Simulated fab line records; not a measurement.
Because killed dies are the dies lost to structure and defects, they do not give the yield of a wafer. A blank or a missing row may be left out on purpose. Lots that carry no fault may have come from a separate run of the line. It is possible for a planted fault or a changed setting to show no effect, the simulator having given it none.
Chamber matching | flow n5_finfet | 3 sister chambers for N5_BEOL_M6_ILD_DEP_00 on pecvd-02
The step deposits SiCOH lowk from DEMS/porogen, target thk 179.75 nm, time 33.4 s. 6 wafers are shown with their chamber, then 7 later ones without.

== WAFERS PAIRED WITH THEIR CHAMBERS ==
wafer  | chamber | throttle_valve_pct (%) | heater_power_w (W)
L085.6 | 1       | 14.8                   | 325
L086.1 | 0       | 14.7                   | 243
L086.2 | 2       | 12.6                   | 299
L086.4 | 0       | 14.6                   | 248
L090.1 | 2       | 12.6                   | 243
L090.3 | 1       | 15.0                   | 340

== WAFERS WITHOUT THEIR CHAMBER ==
wafer  | throttle_valve_pct (%) | heater_power_w (W)
L090.6 | 12.5                   | 259
L092.1 | 12.7                   | 260
L092.4 | 14.8                   | 252
L092.6 | 14.7                   | 309
L093.1 | 12.8                   | 282
L093.4 | 12.3                   | 286
L093.5 | 14.9                   | 257

== WHICH CHAMBER EACH ONE RAN IN ==
wafer  | from the rows above     | in truth
L090.6 | 2                       | 2
L092.1 | 2                       | 2
L092.4 | can't be placed: 0 or 1 | 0
L092.6 | can't be placed: 1 or 0 | 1
L093.1 | 2                       | 2
L093.4 | 2                       | 2
L093.5 | can't be placed: 0 or 1 | 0
Correct placement for 4 of the 7. Cannot be placed on the basis of these rows: 3; the candidates contain the true chamber in 3. Placed wrongly: 0.
How it was worked out, from the rows above alone: a wafer's distance from a chamber is the root of the sum, over the readings, of the square of ((its reading less the chamber's mean) divided by the reading's scatter). If the next closest chamber is less than 2 further off than the closest, the wafer can't be placed; otherwise it belongs to the closest. Each chamber's mean is taken over the wafers shown for it. The scatter: the root of (the sum of the squares of (reading less its chamber's mean) over the shown wafers, divided by (wafers less chambers)).
